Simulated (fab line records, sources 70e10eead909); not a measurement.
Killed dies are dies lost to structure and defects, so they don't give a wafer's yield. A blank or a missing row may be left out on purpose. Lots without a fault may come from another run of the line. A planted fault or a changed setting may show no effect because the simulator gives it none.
Chamber matching | flow nand_harc | NHARC_THIN_TSV_ETCH_44 on rie_diel-06: 4 sister chambers
The step etches the open film in CF4/O2, target depth 1594.2 nm, time 797.1 s. 4 wafers are shown with their chamber, then 8 later ones without.

WAFERS WITH THEIR CHAMBER
wafer  | chamber | showerhead_plenum_p_Torr (Torr)
L083.4 | 2       | 1.78
L088.4 | 1       | 1.83
L088.5 | 0       | 1.91
L092.3 | 3       | 1.74

WAFERS WITHOUT THEIR CHAMBER
wafer  | showerhead_plenum_p_Torr (Torr)
L092.5 | 1.78
L092.6 | 1.74
L093.1 | 1.82
L093.3 | 1.91
L093.6 | 1.78
L097.2 | 1.74
L097.4 | 1.78
L097.6 | 1.82

WHICH CHAMBER EACH WENT THROUGH
wafer  | from the rows above | in truth
L092.5 | 2                   | 2
L092.6 | 3                   | 3
L093.1 | 1                   | 1
L093.3 | 0                   | 0
L093.6 | 2                   | 2
L097.2 | 3                   | 3
L097.4 | 2                   | 2
L097.6 | 1                   | 1
Placed correctly: 8 of 8. Can't be placed from these rows: 0. Placed wrongly: 0.
How it was worked out, from the rows above alone: a wafer's distance from a chamber is the root of the sum, over the readings, of the square of ((its reading less the chamber's mean) divided by the reading's scatter). The wafer belongs to the nearest chamber; if the next one is less than 2 further off, it can't be placed. A chamber's mean is the mean of its shown wafers. The scatter: with one shown wafer a chamber, the root of the mean of the squares of how far each hidden wafer lies from its nearest shown one.
